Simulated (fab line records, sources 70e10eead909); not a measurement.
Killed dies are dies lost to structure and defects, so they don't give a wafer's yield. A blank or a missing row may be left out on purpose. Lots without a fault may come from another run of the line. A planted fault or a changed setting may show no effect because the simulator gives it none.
Problem report in the 8D (eight disciplines) form, filled by code | flow nand_harc | the parts of the form that need people (team, actions taken, sign-off) are left out

1. THE PROBLEM
killed_at_other at NHARC_END_SORT_01 reads a mean of 87.3 on 6 wafers of 2 lots; wafers without a fault read 1.0 with a standard deviation of 1.4. That is +62 standard deviations from the usual mean.
First seen on wafer L153.1, day 31 11:38, on prober-01. The record holds 6 wafers of 2 lots with a number at this step. Rule for "out", or "out of limits": more than 4 standard deviations from the usual mean. The other wafers with a number count as sound.

2. WHAT IT IS AND WHAT IT IS NOT
question                    | is                     | is not
which readings at this step | killed_at_other        | killed_at_array, killed_at_periphery, killed_open, killed_short
which lots                  | L153, L156             | -
which wafers of those lots  | all that have a number | -
read on which gauges        | prober-01, prober-02   | -
when                        | from day 31 11:38      | up to then (0 sound wafers)

3. SUSPECTS, AND WHAT RULES EACH OUT
Counting: a tool at a process step up to the reading stays a suspect if it ran every lot that is out and no sound lot after the first of them.
- the gauge at NHARC_END_SORT_01: ruled out. The wafers that are out were read on 2 gauges (prober-01, prober-02).
- rie_diel-12 at NHARC_A_M1_ETCH_28 (etches the open film in CF4/N2, target depth 30 nm, time 72.99 s): kept. It ran every lot that is out, first L153 (day 30 03:43), and no sound lot after that. NHARC_A_M1_ETCH_28 gives no start for some lots, so the hours and the order of its lots are those of NHARC_A_M1_THK_MEAS_24.
- pecvd-02 at NHARC_THIN_TSV_DEP_47 (deposits SiO2, target thk 200 nm): kept. It ran every lot that is out, first L153 (day 30 22:35), and no sound lot after that.
Left after counting: rie_diel-12 at NHARC_A_M1_ETCH_28, pecvd-02 at NHARC_THIN_TSV_DEP_47.

4. THE CAUSE (what the simulator had put in)
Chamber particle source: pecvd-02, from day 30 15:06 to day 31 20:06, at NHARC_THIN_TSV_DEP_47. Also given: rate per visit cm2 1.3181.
Counting left 2 suspects, and this tool is among them.

5. THE CHAIN OF EFFECTS, in route order
Each row: a reading whose mean over the struck wafers that have a number lies more than 3 standard deviations from the usual. Only readings for which the record gives a usual standard deviation are gone through. hours: the time from each lot's start at the first step in this table that gives one to its start at this step, as a median over the lots. sigmas: the change in usual standard deviations.
hours | step              | reading         | usual | on struck wafers | change | sigmas
0     | NHARC_END_SORT_01 | killed_at_other | 1.0   | 87.3             | +86.3  | +62

6. WHAT WOULD HAVE CAUGHT IT SOONER
In this record the first reading out of limits at a measuring or inspecting step was taken at day 31 11:38, 21 hours after the fault began at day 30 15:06.
Of the tool readings at NHARC_THIN_TSV_DEP_47 for which the record gives a usual standard deviation, none was out on any struck wafer, so an alarm limit of 4 standard deviations on them would not have fired.
Of the lots that are out (2), L156 began NHARC_THIN_TSV_DEP_47 on pecvd-02 after day 31 11:38. A hold on the tool at that time would have spared it.
